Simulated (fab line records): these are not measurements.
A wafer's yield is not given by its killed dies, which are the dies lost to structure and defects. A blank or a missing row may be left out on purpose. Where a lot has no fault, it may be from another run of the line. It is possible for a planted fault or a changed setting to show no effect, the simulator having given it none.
fab line records | flow n5Finfet
record: lots: 6 | wafers: 18 | lastDay: 17
route steps=1938 shown BEOL_M7@1297 PASSIVATION@1936
lots that met no fault: taken from a fault-free run of the same line
startH: hours from the record's opening day to when the first of the lot's shown wafers began | waitH: time in hours since the lot's previous step | " the same as in the row above | L1.1+2: several wafers, shown together as one row | - value missing, or start not given | * or withheld: withheld | < > ~ a bound
route shown NAME@n: names a module that has steps shown in the file, with the first one's number in the route | usual: mean and standard deviation over wafers with no fault | same: alike in all rows | chamber/n: place in a boat | sites: the reading at each site | _std_site: the standard deviation of these | _edge_site: the outer-site mean with the inner-site mean subtracted | radiusMm: for every site, how far away it sits from the centre of the wafer | mask NAME#n: copy n | behind: the most recent tool/chamber to have shaped the wafer | hold: why the lot was held/for how many hours/how that ended | device: names the non-switching transistor (n, p or np) | end of line: tests of these same wafers at the route's end | for a step that has no rows: nothing shown but its recipe | killed: not the wafer's yield, but the dies lost to structure and defects at the first sort | map: a wafer's dies, marking killed ones x, the rest . and places with no die _
set.NAME: the setting that was run; set.NAME@STEP: the one run at that earlier step | model.NAME: the simulator's own value behind a step, which no gauge read
certain route steps with their lots: each step a table, each wafer a row
services: a tool's chamber out of use, with start hour (startH, from the record's first day; less than 0 if before it), hours out, and reason
== steps ==
step: N5_BEOL_M7_OVL_MEAS_29
recipe: pointsPerWafer: 522
usual: V6_OVL: -0.1/0.69
lot.wafer | tool       | chamber | startH | waitH | V6_OVL[nm]
L382.2    | overlay-02 | 0       | 193.79 | 0.0   | -0.5
L382.3    | "          | 0       | "      | "     | 0.4
L382.6    | "          | 0       | "      | "     | 0.0
L388.1    | overlay-01 | 0       | 246.61 | 0.0   | -0.2
L388.2    | "          | 0       | "      | "     | -0.6
L388.3    | "          | 0       | "      | "     | 0.2
L394.1    | overlay-02 | 0       | 268.21 | 0.0   | -0.1
L394.4    | "          | 0       | "      | "     | 0.2
L394.5    | "          | 0       | "      | "     | -0.2
L395.2    | overlay-01 | 0       | 282.85 | 0.0   | 0.9
L395.5    | "          | 0       | "      | "     | -0.4
L395.6    | "          | 0       | "      | "     | -0.2
L401.3    | overlay-01 | 0       | 321.18 | 0.0   | -1.7
L401.4    | "          | 0       | "      | "     | -1.7
L401.5    | "          | 0       | "      | "     | -1.8
L402.3    | overlay-01 | 0       | 324.64 | 0.0   | 1.1
L402.5    | "          | 0       | "      | "     | 1.1
L402.6    | "          | 0       | "      | "     | 1.1
step: N5_BEOL_M7_INSPECT_30
recipe: mode: adi | inspectInstrument: brightfield
usual: rawDefectCount: 372/80
lot.wafer | tool             | chamber | startH | waitH | rawDefectCount
L382.2    | defectInspect-01 | -       | 193.84 | 0.0   | 367
L382.3    | "                | -       | "      | "     | 350
L382.6    | "                | -       | "      | "     | 341
L388.1    | defectInspect-02 | -       | 246.67 | 0.1   | 341
L388.2    | "                | -       | "      | "     | 313
L388.3    | "                | -       | "      | "     | 485
L394.1    | defectInspect-01 | -       | 268.27 | 0.1   | 377
L394.4    | "                | -       | "      | "     | 266
L394.5    | "                | -       | "      | "     | 366
L395.2    | defectInspect-01 | -       | 282.90 | 0.0   | 329
L395.5    | "                | -       | "      | "     | 406
L395.6    | "                | -       | "      | "     | 495
L401.3    | defectInspect-02 | -       | 321.24 | 0.1   | 277
L401.4    | "                | -       | "      | "     | 427
L401.5    | "                | -       | "      | "     | 319
L402.3    | defectInspect-01 | -       | 324.69 | 0.0   | 409
L402.5    | "                | -       | "      | "     | 518
L402.6    | "                | -       | "      | "     | 389
step: N5_BEOL_M7_DESCUM_33
recipe: chemistry: O2 | timeS: 7 | sourcePowerW: 50 | biasPowerW: 20 | pressureMtorr: 20 | rfFrequencyHz: 2.712e+07 | tempC: 40 | resist: CAR-EUV | o2FlowSccm: 225
usual: drypumpMotorCurrentA: 5.7/0.38 | oesProductAu: 0.80/0.075 | rfVppV: 243.1/1.1 | showerheadPlenumPTorr: 2.10/0.043 | throttleValvePct: 20.4/0.31
lot.wafer | tool       | chamber | startH | waitH | drypumpMotorCurrentA | oesProductAu | rfHoursCounterH | rfVppV | showerheadPlenumPTorr | throttleValvePct
L382.2    | rieDiel-01 | 1       | 193.87 | 0.0   | 5.7                  | 0.84         | 80              | 243.6  | 2.13                  | 20.4
L382.3    | "          | 2       | "      | "     | 5.7                  | 0.84         | 60              | 242.0  | 2.04                  | 20.1
L382.6    | "          | 3       | "      | "     | 5.1                  | 1.00         | -               | 246.0  | 2.14                  | 20.1
L388.1    | rieDiel-05 | 2       | 247.21 | 0.5   | 5.0                  | 0.86         | 44              | 242.7  | 2.14                  | 19.9
L388.2    | "          | 3       | "      | "     | 5.4                  | 0.72         | 192             | 243.2  | 2.08                  | 21.0
L388.3    | "          | 0       | "      | "     | 5.7                  | 0.68         | 247             | 242.2  | 2.07                  | 20.9
L394.1    | rieDiel-01 | 0       | 268.30 | 0.0   | 5.6                  | 0.75         | 163             | 244.1  | 2.09                  | 20.5
L394.4    | "          | 3       | "      | "     | 5.1                  | 0.93         | -               | 243.7  | 2.13                  | 20.1
L394.5    | "          | 2       | "      | "     | 5.7                  | 0.82         | -               | 242.5  | 2.03                  | 20.2
L395.2    | rieDiel-01 | 1       | 284.76 | 1.9   | 5.7                  | 0.81         | 109             | 242.5  | 2.12                  | 20.5
L395.5    | "          | 1       | "      | "     | 5.7                  | 0.81         | -               | 244.3  | 2.12                  | 20.4
L395.6    | "          | 0       | "      | "     | 5.6                  | 0.74         | -               | 243.6  | 2.09                  | 20.5
L401.3    | rieDiel-05 | 1       | 321.66 | 0.4   | 6.2                  | 0.76         | 127             | 243.7  | 2.10                  | 20.8
L401.4    | "          | 0       | "      | "     | 5.7                  | 0.96         | 6               | 243.0  | 2.07                  | 20.5
L401.5    | "          | 1       | "      | "     | 6.2                  | 0.78         | -               | 242.9  | 2.10                  | 20.8
L402.3    | rieDiel-05 | 0       | 324.81 | 0.1   | 5.7                  | 0.95         | 7               | 241.4  | 2.07                  | 20.5
L402.5    | "          | 3       | "      | "     | 5.4                  | 0.72         | -               | 242.8  | 2.07                  | 21.0
L402.6    | "          | 2       | "      | "     | 5.0                  | 0.85         | -               | 243.7  | 2.13                  | 19.9
step: N5_BEOL_M7_ETCH_72
recipe: chemistry: N2/H2 | target: underlayer | targetDepthA: 65 | maskMaterial: CAR-EUV | timeS: 5.2 | ionEnergyEv: 200 | pressureMtorr: 30 | sourceW: 840 | biasW: 150 | n2FlowSccm: 200 | h2FlowSccm: 200 | ends: cleared
usual: biasW: 150.0/0.47 | drypumpMotorCurrentA: 5.7/0.38 | etchRfOnTimeS: 5.17/0.086 | oesProductAu: 0.68/0.065 | rfVppV: 523.8/1.9 | showerheadPlenumPTorr: 2.54/0.055 | throttleValvePct: 17.8/0.31
lot.wafer | tool       | chamber | startH | waitH | biasW | drypumpMotorCurrentA | etchRfOnTimeS | oesProductAu | rfHoursCounterH | rfVppV | showerheadPlenumPTorr | throttleValvePct
L382.2    | rieDiel-01 | 1       | 193.91 | 0.0   | 149.5 | 5.7                  | 5.19          | 0.72         | 80              | 522.8  | 2.57                  | 17.7
L382.3    | "          | 2       | "      | "     | 150.1 | 5.7                  | 5.10          | 0.71         | 60              | 524.5  | 2.47                  | 17.4
L382.6    | "          | 3       | "      | "     | 150.2 | 5.1                  | 5.01          | 0.87         | -               | 525.2  | 2.61                  | 17.5
L388.1    | rieDiel-05 | 2       | 247.25 | 0.0   | 149.7 | 5.0                  | 4.97          | 0.75         | 44              | 524.6  | 2.58                  | 17.2
L388.2    | "          | 3       | "      | "     | 150.0 | 5.4                  | 5.16          | 0.63         | 192             | 523.6  | 2.52                  | 18.2
L388.3    | "          | 0       | "      | "     | 149.8 | 5.7                  | 5.20          | 0.59         | 247             | 522.9  | 2.50                  | 18.2
L394.1    | rieDiel-01 | 0       | 268.34 | 0.0   | 149.9 | 5.6                  | 5.13          | 0.64         | 163             | 523.8  | 2.54                  | 17.9
L394.4    | "          | 3       | "      | "     | 149.6 | 5.1                  | 5.03          | 0.81         | -               | 526.4  | 2.60                  | 17.6
L394.5    | "          | 2       | "      | "     | 150.4 | 5.7                  | 5.14          | 0.69         | -               | 522.4  | 2.46                  | 17.5
L395.2    | rieDiel-01 | 1       | 284.80 | 0.0   | 150.4 | 5.7                  | 5.27          | 0.68         | 109             | 524.4  | 2.56                  | 17.8
L395.5    | "          | 1       | "      | "     | 149.7 | 5.7                  | 5.27          | 0.68         | -               | 525.0  | 2.56                  | 17.8
L395.6    | "          | 0       | "      | "     | 150.1 | 5.6                  | 5.22          | 0.63         | -               | 522.0  | 2.54                  | 18.0
L401.3    | rieDiel-05 | 1       | 321.69 | 0.0   | 149.8 | 6.2                  | 5.33          | 0.65         | 127             | 523.1  | 2.55                  | 18.2
L401.4    | "          | 0       | "      | "     | 150.1 | 5.7                  | 5.19          | 0.81         | 6               | 522.3  | 2.49                  | 17.7
L401.5    | "          | 1       | "      | "     | 150.5 | 6.2                  | 5.30          | 0.66         | -               | 524.4  | 2.55                  | 18.2
L402.3    | rieDiel-05 | 0       | 324.85 | 0.0   | 150.1 | 5.7                  | 5.16          | 0.82         | 7               | 522.9  | 2.49                  | 17.7
L402.5    | "          | 3       | "      | "     | 149.9 | 5.4                  | 5.18          | 0.61         | -               | 524.9  | 2.51                  | 18.3
L402.6    | "          | 2       | "      | "     | 150.0 | 5.0                  | 5.06          | 0.73         | -               | 524.6  | 2.58                  | 17.2
step: N5_BEOL_M7_ETCH_65
recipe: chemistry: CF4 | target: SiARC | targetDepthA: 156 | maskMaterial: CAR-EUV | timeS: 26 | ionEnergyEv: 80 | pressureMtorr: 40 | sourceW: 545 | biasW: 36 | Ar_flow_sccm: 100 | cf4FlowSccm: 100 | ends: cleared
step: N5_BEOL_M7_ETCH_66
recipe: chemistry: N2/H2 | target: SOC | targetDepthA: 800 | overetchA: 160 | maskMaterial: SiARC | tempC: 40 | timeS: 120 | ionEnergyEv: 200 | pressureMtorr: 30 | sourceW: 840 | biasW: 150 | n2FlowSccm: 200 | h2FlowSccm: 200
usual: biasW: 150.0/0.47 | drypumpMotorCurrentA: 5.7/0.38 | oesProductAu: 0.61/0.054 | rfVppV: 523.9/1.8 | showerheadPlenumPTorr: 2.54/0.055 | throttleValvePct: 17.7/0.31
lot.wafer | tool       | chamber | startH | waitH | biasW | drypumpMotorCurrentA | oesProductAu | rfHoursCounterH | rfVppV | showerheadPlenumPTorr | throttleValvePct
L382.2    | rieDiel-01 | 1       | 193.95 | 0.0   | 149.9 | 5.7                  | 0.64         | 80              | 524.7  | 2.57                  | 17.7
L382.3    | "          | 2       | "      | "     | 149.9 | 5.7                  | 0.64         | 60              | 522.7  | 2.47                  | 17.4
L382.6    | "          | 3       | "      | "     | 150.5 | 5.1                  | 0.76         | -               | 525.2  | 2.61                  | 17.5
L388.1    | rieDiel-05 | 2       | 247.29 | 0.0   | 151.0 | 5.0                  | 0.65         | 44              | 525.0  | 2.58                  | 17.1
L388.2    | "          | 3       | "      | "     | 151.0 | 5.4                  | 0.56         | 192             | 522.9  | 2.52                  | 18.2
L388.3    | "          | 0       | "      | "     | 150.1 | 5.7                  | 0.53         | 247             | 522.3  | 2.50                  | 18.1
L394.1    | rieDiel-01 | 0       | 268.38 | 0.0   | 149.5 | 5.6                  | 0.57         | 164             | 523.2  | 2.54                  | 17.9
L394.4    | "          | 3       | "      | "     | 149.4 | 5.2                  | 0.71         | -               | 524.4  | 2.60                  | 17.5
L394.5    | "          | 2       | "      | "     | 150.6 | 5.7                  | 0.63         | -               | 521.1  | 2.46                  | 17.4
L395.2    | rieDiel-01 | 1       | 284.84 | 0.0   | 149.3 | 5.7                  | 0.62         | 109             | 524.0  | 2.56                  | 17.7
L395.5    | "          | 1       | "      | "     | 149.3 | 5.8                  | 0.62         | -               | 525.3  | 2.56                  | 17.7
L395.6    | "          | 0       | "      | "     | 149.4 | 5.6                  | 0.56         | -               | 523.9  | 2.54                  | 17.9
L401.3    | rieDiel-05 | 1       | 321.74 | 0.0   | 150.2 | 6.3                  | 0.60         | 127             | 523.5  | 2.54                  | 18.1
L401.4    | "          | 0       | "      | "     | 149.2 | 5.7                  | 0.73         | 6               | 523.6  | 2.49                  | 17.7
L401.5    | "          | 1       | "      | "     | 150.3 | 6.2                  | 0.60         | -               | 522.7  | 2.54                  | 18.1
L402.3    | rieDiel-05 | 0       | 324.89 | 0.0   | 150.5 | 5.7                  | 0.73         | 7               | 522.0  | 2.49                  | 17.7
L402.5    | "          | 3       | "      | "     | 149.5 | 5.4                  | 0.56         | -               | 523.3  | 2.51                  | 18.2
L402.6    | "          | 2       | "      | "     | 150.2 | 5.0                  | 0.64         | -               | 525.6  | 2.58                  | 17.2
step: N5_BEOL_M7_STRIP_69
recipe: chemistry: N2/H2 | tempC: 40 | n2FlowSccm: 200 | h2FlowSccm: 200 | rfFrequencyHz: 6e+07
step: N5_BEOL_M7_STRIP_73
recipe: chemistry: N2/H2 | tempC: 40 | n2FlowSccm: 200 | h2FlowSccm: 200 | rfFrequencyHz: 6e+07
step: N5_BEOL_M7_VIA_ETCH_34
recipe: chemistry: C4F6/O2 | target: SiCOH_lowk | targetDepthA: 1255 | maskMaterial: SOC | taperDeg: 4 | timeS: 50.5 | ionEnergyEv: 250 | pressureMtorr: 30 | sourceW: 345 | biasW: 185 | Ar_flow_sccm: 300 | C4F6_flow_sccm: 10 | O2_flow_sccm: 10
step: N5_BEOL_M7_STRIP_76
recipe: chemistry: C4F6/O2 | resist: SiARC | rfFrequencyHz: 6e+07
step: N5_BEOL_M7_STRIP_36
recipe: chemistry: N2/H2 | powerW: 450 | tempC: 40 | pressureMtorr: 20 | rfFrequencyHz: 6e+07 | overashFraction: 0.3 | biasPowerW: 7 | h2Frac: 0.5 | n2FlowSccm: 200 | h2FlowSccm: 200
usual: drypumpMotorCurrentA: 5.7/0.38 | oesProductAu: 0.80/0.074 | rfVppV: 59.2/1.5 | showerheadPlenumPTorr: 2.54/0.055 | throttleValvePct: 23.5/0.35
same: overashFraction: 0.3
lot.wafer | tool       | chamber | startH | waitH | drypumpMotorCurrentA | oesProductAu | rfHoursCounterH | rfVppV | showerheadPlenumPTorr | throttleValvePct
L382.2    | rieDiel-01 | 1       | 194.11 | 0.0   | 5.7                  | 0.85         | 81              | 59.2   | 2.57                  | 23.5
L382.3    | "          | 2       | "      | "     | 5.7                  | 0.85         | 60              | 58.2   | 2.46                  | 23.1
L382.6    | "          | 3       | "      | "     | 5.1                  | 1.01         | -               | 60.0   | 2.61                  | 23.3
L388.1    | rieDiel-05 | 2       | 247.45 | 0.0   | 5.0                  | 0.87         | 44              | 59.0   | 2.58                  | 22.9
L388.2    | "          | 3       | "      | "     | 5.4                  | 0.73         | 192             | 58.8   | 2.51                  | 23.9
L388.3    | "          | 0       | "      | "     | 5.7                  | 0.69         | 247             | 63.0   | 2.49                  | 23.9
L394.1    | rieDiel-01 | 0       | 268.54 | 0.0   | 5.6                  | 0.75         | 164             | 60.2   | 2.54                  | 23.7
L394.4    | "          | 3       | "      | "     | 5.2                  | 0.93         | -               | 57.6   | 2.60                  | 23.4
L394.5    | "          | 2       | "      | "     | 5.7                  | 0.82         | -               | 57.6   | 2.46                  | 23.1
L395.2    | rieDiel-01 | 1       | 284.99 | 0.0   | 5.7                  | 0.82         | 109             | 57.9   | 2.56                  | 23.6
L395.5    | "          | 1       | "      | "     | 5.7                  | 0.81         | -               | 56.8   | 2.56                  | 23.6
L395.6    | "          | 0       | "      | "     | 5.6                  | 0.74         | -               | 60.0   | 2.54                  | 23.7
L401.3    | rieDiel-05 | 1       | 321.89 | 0.0   | 6.2                  | 0.77         | 127             | 59.3   | 2.54                  | 24.1
L401.4    | "          | 0       | "      | "     | 5.7                  | 0.96         | 6               | 56.3   | 2.49                  | 23.5
L401.5    | "          | 1       | "      | "     | 6.2                  | 0.77         | -               | 55.9   | 2.54                  | 24.1
L402.3    | rieDiel-05 | 0       | 325.04 | 0.0   | 5.7                  | 0.97         | 7               | 60.0   | 2.49                  | 23.5
L402.5    | "          | 3       | "      | "     | 5.4                  | 0.71         | -               | 59.3   | 2.51                  | 23.9
L402.6    | "          | 2       | "      | "     | 5.0                  | 0.86         | -               | 59.1   | 2.57                  | 22.8
step: N5_BEOL_M7_TRENCH_ETCH_37
recipe: chemistry: C4F6/O2 | targetDepthA: 934.78 | target: SiCOH_lowk | timeS: 31.2 | ionEnergyEv: 250 | pressureMtorr: 30 | sourceW: 345 | biasW: 185 | Ar_flow_sccm: 300 | C4F6_flow_sccm: 10 | O2_flow_sccm: 10
usual: C4F6_flow_sccm: 9.996/0.029 | biasW: 185.0/0.53 | drypumpMotorCurrentA: 5.7/0.39 | oes_o_777_au: 0.80/0.075 | oesProductAu: 0.80/0.076 | rfVppV: 664/7.2 | showerheadPlenumPTorr: 2.85/0.059 | throttleValvePct: 20.88/0.3
lot.wafer | tool       | chamber | startH | waitH | C4F6_flow_sccm | biasW | drypumpMotorCurrentA | oes_o_777_au | oesProductAu | rfHoursCounterH | rfVppV | showerheadPlenumPTorr | throttleValvePct
L382.2    | rieDiel-01 | 1       | -      | -     | 9.980          | 184.8 | 5.7                  | 0.83         | 0.85         | 81              | 677    | 2.89                  | 20.88
L382.3    | "          | 2       | "      | "     | 9.956          | 185.2 | 5.7                  | 0.84         | 0.85         | 60              | 671    | 2.77                  | 20.57
L382.6    | "          | 3       | "      | "     | 10.025         | 185.3 | 5.1                  | 1.03         | 1.01         | -               | 666    | 2.91                  | 20.60
L388.1    | rieDiel-05 | 2       | -      | -     | 9.984          | 185.4 | 5.0                  | 0.89         | 0.87         | 44              | 652    | 2.90                  | 20.39
L388.2    | "          | 3       | "      | "     | 9.984          | 185.0 | 5.4                  | 0.75         | 0.73         | 192             | 657    | 2.82                  | 21.42
L388.3    | "          | 0       | "      | "     | 9.935          | 185.6 | 5.8                  | 0.70         | 0.69         | 247             | 658    | 2.81                  | 21.28
L394.1    | rieDiel-01 | 0       | -      | -     | 9.977          | 184.3 | 5.6                  | 0.76         | 0.74         | 164             | 661    | 2.85                  | 20.96
L394.4    | "          | 3       | "      | "     | 10.014         | 184.1 | 5.1                  | 0.94         | 0.92         | -               | 665    | 2.90                  | 20.63
L394.5    | "          | 2       | "      | "     | 10.018         | 184.9 | 5.7                  | 0.81         | 0.81         | -               | 671    | 2.76                  | 20.59
L395.2    | rieDiel-01 | 1       | -      | -     | 9.984          | 185.1 | 5.7                  | 0.80         | 0.81         | 109             | 678    | 2.87                  | 20.93
L395.5    | "          | 1       | "      | "     | 9.998          | 184.4 | 5.7                  | 0.80         | 0.80         | -               | 676    | 2.87                  | 20.92
L395.6    | "          | 0       | "      | "     | 9.966          | 185.9 | 5.6                  | 0.75         | 0.74         | -               | 662    | 2.84                  | 20.96
L401.3    | rieDiel-05 | 1       | -      | -     | 10.002         | 185.9 | 6.2                  | 0.77         | 0.76         | 127             | 664    | 2.86                  | 21.28
L401.4    | "          | 0       | "      | "     | 9.988          | 186.0 | 5.7                  | 0.97         | 0.96         | 6               | 656    | 2.80                  | 20.92
L401.5    | "          | 1       | "      | "     | 10.021         | 184.9 | 6.2                  | 0.77         | 0.77         | -               | 665    | 2.86                  | 21.28
L402.3    | rieDiel-05 | 0       | -      | -     | 10.011         | 185.0 | 5.7                  | 0.97         | 0.96         | 7               | 656    | 2.80                  | 20.91
L402.5    | "          | 3       | "      | "     | 10.030         | 185.3 | 5.4                  | 0.74         | 0.72         | -               | 656    | 2.82                  | 21.42
L402.6    | "          | 2       | "      | "     | 10.029         | 185.2 | 5.0                  | 0.86         | 0.85         | -               | 650    | 2.90                  | 20.40
step: N5_BEOL_M7_ETCH_41
recipe: chemistry: CH3F/O2 | target: SiCN | targetDepthA: 319 | taperDeg: 2 | timeS: 57.8 | ionEnergyEv: 120 | maskMaterial: TiN | pressureMtorr: 30 | sourceW: 395 | biasW: 75 | Ar_flow_sccm: 150 | CH3F_flow_sccm: 30 | O2_flow_sccm: 20
usual: biasW: 75.00/0.22 | drypumpMotorCurrentA: 5.7/0.39 | oesProductAu: 0.80/0.076 | rfVppV: 297.3/1.3 | showerheadPlenumPTorr: 2.00/0.043 | throttleValvePct: 16.28/0.29
lot.wafer | tool       | chamber | startH | waitH | biasW | drypumpMotorCurrentA | oesProductAu | rfHoursCounterH | rfVppV | showerheadPlenumPTorr | throttleValvePct | model.etch.depthNm
L382.2    | rieDiel-01 | 1       | 194.18 | -     | 74.91 | 5.7                  | 0.84         | 81              | 297.6  | 2.03                  | 16.23            | 22
L382.3    | "          | 2       | "      | "     | 74.99 | 5.7                  | 0.85         | 60              | 295.6  | 1.94                  | 15.96            | 22.17
L382.6    | "          | 3       | "      | "     | 75.03 | 5.2                  | 1.01         | -               | 296.9  | 2.05                  | 15.95            | 22.08
L388.1    | rieDiel-05 | 2       | 247.52 | -     | 75.34 | 5.0                  | 0.87         | 44              | 299.5  | 2.04                  | 15.81            | 22.42
L388.2    | "          | 3       | "      | "     | 74.79 | 5.4                  | 0.72         | 192             | 297.1  | 1.98                  | 16.82            | 21.76
L388.3    | "          | 0       | "      | "     | 75.05 | 5.7                  | 0.69         | 247             | 296.6  | 1.97                  | 16.72            | 21.88
L394.1    | rieDiel-01 | 0       | 268.61 | -     | 64.36 | 5.6                  | 0.72         | 164             | 270.0  | 2.00                  | 16.37            | 20.81
L394.4    | "          | 3       | "      | "     | 75.43 | 5.1                  | 0.93         | -               | 298.2  | 2.04                  | 16.00            | 22.31
L394.5    | "          | 2       | "      | "     | 75.10 | 5.7                  | 0.82         | -               | 296.2  | 1.93                  | 16.01            | 22.09
L395.2    | rieDiel-01 | 1       | 285.06 | -     | 74.86 | 5.7                  | 0.79         | 109             | 296.5  | 2.02                  | 16.29            | 21.61
L395.5    | "          | 1       | "      | "     | 74.86 | 5.7                  | 0.80         | -               | 297.5  | 2.02                  | 16.29            | 21.76
L395.6    | "          | 0       | "      | "     | 64.52 | 5.6                  | 0.71         | -               | 268.6  | 2.00                  | 16.37            | 20.64
L401.3    | rieDiel-05 | 1       | 321.96 | -     | 75.03 | 6.2                  | 0.77         | 127             | 296.3  | 2.01                  | 16.64            | 21.71
L401.4    | "          | 0       | "      | "     | 75.15 | 5.7                  | 0.96         | 6               | 297.8  | 1.97                  | 16.25            | 22.17
L401.5    | "          | 1       | "      | "     | 74.63 | 6.2                  | 0.77         | -               | 297.3  | 2.01                  | 16.63            | 21.75
L402.3    | rieDiel-05 | 0       | 325.12 | -     | 75.19 | 5.7                  | 0.95         | 7               | 297.0  | 1.97                  | 16.26            | 21.89
L402.5    | "          | 3       | "      | "     | 74.59 | 5.4                  | 0.71         | -               | 295.4  | 1.98                  | 16.84            | 21.46
L402.6    | "          | 2       | "      | "     | 75.18 | 5.0                  | 0.85         | -               | 297.9  | 2.04                  | 15.83            | 22.06
step: N5_BEOL_M7_STRIP_80
recipe: chemistry: N2/H2 | timeS: 10 | powerW: 450 | tempC: 40 | pressureMtorr: 20 | rfFrequencyHz: 6e+07 | biasPowerW: 7 | n2FlowSccm: 200 | h2FlowSccm: 200
step: N5_PASSIVATION_PROBE_49
usual: defectLimitedYield: 91.3/1.3 | killed_at_M0_to_M3: 33/8.9 | killed_at_M4_up: 15/5.4 | killedAtContacts: 13/5.8 | killedAtFrontEnd: 39/9.9 | killedAtOther: 3.2/2.9 | killedDies: 102/15 | killedOnRim: 13/3.7 | killedOpen: 68/12 | killedShort: 34/7.6 | sort_bin_5_function: 5.1/0.89 | sort_bin_6_memory: 3.2/0.63 | sortNPass: 1078/15 | sortYieldPct: 91.3/1.3
same: grossDies: 1180 | killedAtBackSide: 0 | sort_bin_4_leakage[%]: 0 | sort_bin_8_speed[%]: 0
lot.wafer | tool      | chamber | startH | waitH | defectLimitedYield[%] | killed_at_M0_to_M3 | killed_at_M4_up | killedAtContacts | killedAtFrontEnd | killedAtOther | killedDies | killedOnRim | killedOpen | killedShort | sort_bin_5_function[%] | sort_bin_6_memory[%] | sortNPass | sortYieldPct[%]
L382.2    | prober-01 | -       | 266.64 | 0.1   | 91.4                  | 33                 | 14              | 17               | 37               | 0             | 101        | 12          | 63         | 38          | 5.3                    | 3.0                  | 1079      | 91.4
L382.3    | prober-01 | -       | 266.69 | 0.1   | 91.0                  | 47                 | 13              | 10               | 33               | 3             | 106        | 17          | 66         | 38          | 5.3                    | 3.4                  | 1074      | 91.0
L382.6    | prober-01 | -       | 266.84 | 0.3   | 91.3                  | 30                 | 26              | 9                | 34               | 4             | 103        | 12          | 68         | 34          | 4.2                    | 4.2                  | 1077      | 91.3
L388.1    | prober-01 | -       | 317.92 | 0.0   | 90.3                  | 41                 | 13              | 6                | 48               | 7             | 115        | 17          | 75         | 40          | 5.5                    | 3.7                  | 1065      | 90.3
L388.2    | prober-01 | -       | 317.97 | 0.1   | 91.4                  | 43                 | 12              | 7                | 30               | 10            | 102        | 9           | 62         | 40          | 4.9                    | 3.4                  | 1078      | 91.4
L388.3    | prober-01 | -       | 318.02 | 0.1   | 90.2                  | 31                 | 21              | 7                | 50               | 7             | 116        | 12          | 75         | 41          | 5.7                    | 3.9                  | 1064      | 90.2
killed by level:class
L382.2 MOL_CONTACT_COAG:geometricParticle:open=16 BEOL_M0_SAQP:geometricParticle:short=12 FIN_SAQP:geometricParticle:open=8 BEOL_M0_SAQP:geometricParticle:open=8 FIN_SAQP:geometricParticle:short=7 DUMMY_GATE:geometricParticle:open=5 GATE_CUT:geometricParticle:short=4 BEOL_M1:geometricParticle:open=3
L382.3 BEOL_M0_SAQP:geometricParticle:short=17 BEOL_M2:geometricParticle:open=10 BEOL_M0_SAQP:geometricParticle:open=9 MOL_CONTACT_COAG:geometricParticle:open=8 BEOL_M4:geometricParticle:open=8 BEOL_M3:geometricParticle:open=7 STARTING-WAFER:geometricParticle:short=7 STI_FIN_REVEAL:geometricParticle:open=6
L382.6 BEOL_M0_SAQP:geometricParticle:short=11 FIN_SAQP:geometricParticle:short=9 BEOL_M4:geometricParticle:open=9 MOL_CONTACT_COAG:geometricParticle:open=7 FIN_SAQP:geometricParticle:open=6 BEOL_M2:geometricParticle:open=6 BEOL_M3:geometricParticle:open=5 SPACER0:geometricParticle:open=4
L388.1 STI_FIN_REVEAL:geometricParticle:open=15 BEOL_M0_SAQP:geometricParticle:open=13 BEOL_M0_SAQP:geometricParticle:short=12 FIN_SAQP:geometricParticle:open=10 BEOL_M1:geometricParticle:open=7 ILD0:geometricParticle:short=6 BEOL_M4:geometricParticle:open=6 FIN_SAQP:geometricParticle:short=4
L388.2 BEOL_M0_SAQP:geometricParticle:open=9 BEOL_M1:geometricParticle:open=9 STI_FIN_REVEAL:geometricParticle:open=8 BEOL_M0_SAQP:geometricParticle:short=7 BEOL_M2:geometricParticle:open=6 PAD_METAL:geometricParticle:open=6 MOL_CONTACT_COAG:geometricParticle:open=5 BEOL_M2:geometricParticle:short=5
L388.3 BEOL_M4:geometricParticle:open=12 STI_FIN_REVEAL:geometricParticle:open=11 BEOL_M1:geometricParticle:open=10 FIN_SAQP:geometricParticle:open=9 BEOL_M0_SAQP:geometricParticle:short=7 BEOL_M0_SAQP:geometricParticle:open=7 FIN_SAQP:geometricParticle:short=6 MOL_CONTACT_COAG:geometricParticle:open=5
== services ==
tool       | chamber | startH | hours | kind
rieDiel-01 | 3       | 177.08 | -     | clean
rieDiel-01 | 3       | 177.08 | -     | consumableReplace:focusRing
rieDiel-01 | 3       | 177.08 | 12.5  | scheduledDown
rieDiel-01 | 3       | 177.08 | 12.5  | ventCycle
rieDiel-01 | -       | 232.90 | 2.8   | pm
rieDiel-05 | -       | 255.94 | 4.4   | repair
rieDiel-05 | 0       | 261.54 | -     | clean
rieDiel-05 | 0       | 261.54 | -     | consumableReplace:focusRing
rieDiel-05 | 0       | 261.54 | 20.1  | scheduledDown
rieDiel-05 | 0       | 261.54 | 20.1  | ventCycle
rieDiel-05 | -       | 265.35 | 34.4  | repair
== key ==
firstSign: step: N5_BEOL_M7_ETCH_41 | reading: biasW | direction: down | sigmas: 48 | usual: * | struck: *
effect: step: N5_BEOL_M7_ETCH_41 | reading: rfVppV | direction: down | sigmas: 22 | usual: 297.3 | struck: 269.3
modelEffect: step: N5_BEOL_M7_ETCH_41 | value: etch.depthNm | without: 21.86 | struck: 20.73
metAt N5_BEOL_M7_ETCH_41
struckWafers L394.1,L395.6
fault: kind: processParameterDrift | tool: rieDiel-01 | chamber: 0 | onsetH: 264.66 | steps: N5_BEOL_M7_ETCH_41 | channel: biasW | offset: * | shape: step | endH: 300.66 | actsIn: * | stated: *
